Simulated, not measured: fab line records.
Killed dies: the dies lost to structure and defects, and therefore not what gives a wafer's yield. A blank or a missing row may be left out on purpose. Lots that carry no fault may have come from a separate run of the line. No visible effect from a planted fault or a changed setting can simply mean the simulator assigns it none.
What tool caused it? -- flow nand harc -- 20 wafers from 7 lots sampled at 4 of the route's 1302 steps

WHAT THE GAUGES SHOWED, per wafer
NHARC_A_ONON_D2_THK_MEAS_11: measures by ellipsometry.
lot,measured,on,thk nm (nm)
L914,day 13 01:11,film metro-01,997 996 999
L917,day 14 11:44,film metro-01,1006 1004 1005
L919,day 14 21:56,film metro-02,1010 1011 1010
L921,day 15 16:44,film metro-02,1011 1009 1011
L924,day 16 21:16,film metro-01,995 994 995
L928,day 18 08:36,film metro-02,996 993 996
L934,day 21 00:58,film metro-02,707 996

TOOL THAT RAN EACH LOT (tool first, then ch and the chambers of the sampled wafers, then the start)
lot,NHARC_A_CHANNEL_FILL_D1_ETCHBACK_08,NHARC_A_DECK1_JOINT_CMP_13,NHARC_A_ONON_D2_DEP_09
L914,"rie diel-13 ch 0,1,2, day 12 01:22 or earlier","cmp-04 ch 0,1,2, day 12 01:22","pecvd onon-02 ch 0, day 13 00:41"
L917,"rie diel-08 ch 0,2,3, day 13 05:19 or earlier","cmp-02 ch 0,2,3, day 13 05:19","pecvd onon-02 ch 0, day 14 11:13"
L919,"rie diel-13 ch 1,2,3, day 13 17:55 or earlier","cmp-03 ch 0,2,3, day 13 17:55","pecvd onon-04 ch 0, day 14 21:26"
L921,"rie diel-10 ch 0,3, day 14 17:01 or earlier","cmp-02 ch 1,2,3, day 14 17:01","pecvd onon-01 ch 0, day 15 16:14"
L924,"rie diel-10 ch 0,1,2, day 15 20:14 or earlier","cmp-04 ch 0,1,2, day 15 20:14","pecvd onon-02 ch 0, day 16 20:46"
L928,"rie diel-13 ch 0,2, day 17 08:22 or earlier","cmp-02 ch 0,1, day 17 08:22","pecvd onon-02 ch 0, day 18 08:13"
L934,"rie diel-13 ch 0,3, day 20 00:53 or earlier","cmp-02 ch 1,2, day 20 00:53","pecvd onon-02 ch 0, day 21 00:38"
- NHARC_A_CHANNEL_FILL_D1_ETCHBACK_08: etches the open film in C4F8, target depth 220 nm, time 110 s.
- NHARC_A_DECK1_JOINT_CMP_13: polishes, target thk 51.023 nm.
- NHARC_A_ONON_D2_DEP_09: target thk 1000 nm.

THE ANSWER, worked out from the rows above alone
Rule: usual is defined by the lots themselves. The widest of any qualifying gaps counts: lots, ordered by their means at a reading, are off when they make up no more than a third of the lots, leave a main group of 4 or more, and stand apart from it by 3 or more times the standard deviation of that group's means. The tables above print the reading to a certain number of digits; a main group whose means all agree to those digits is not used. Also off: a lot with no number at a reading for which 4 or more lots have one. All remaining lots with rows at the step are treated as sound.
Off, at NHARC_A_ONON_D2_THK_MEAS_11 on thk nm: L934. The main group: mean 1002 nm, standard deviation 6.7.
A tool fits if, at a process step before that reading, it ran every lot that is off, and no sound lot after the first of them. Gauges at NHARC_A_ONON_D2_THK_MEAS_11: tried the same way as those tools. NHARC_A_CHANNEL_FILL_D1_ETCHBACK_08: start missing for some lots; hours and lot order therefore follow NHARC_A_DECK1_JOINT_CMP_13. Can't be told from this: 4 tools fit, rie diel-13 at NHARC_A_CHANNEL_FILL_D1_ETCHBACK_08, cmp-02 at NHARC_A_DECK1_JOINT_CMP_13, pecvd onon-02 at NHARC_A_ONON_D2_DEP_09, film metro-02 at NHARC_A_ONON_D2_THK_MEAS_11.

WHAT THE SIMULATOR PUT IN
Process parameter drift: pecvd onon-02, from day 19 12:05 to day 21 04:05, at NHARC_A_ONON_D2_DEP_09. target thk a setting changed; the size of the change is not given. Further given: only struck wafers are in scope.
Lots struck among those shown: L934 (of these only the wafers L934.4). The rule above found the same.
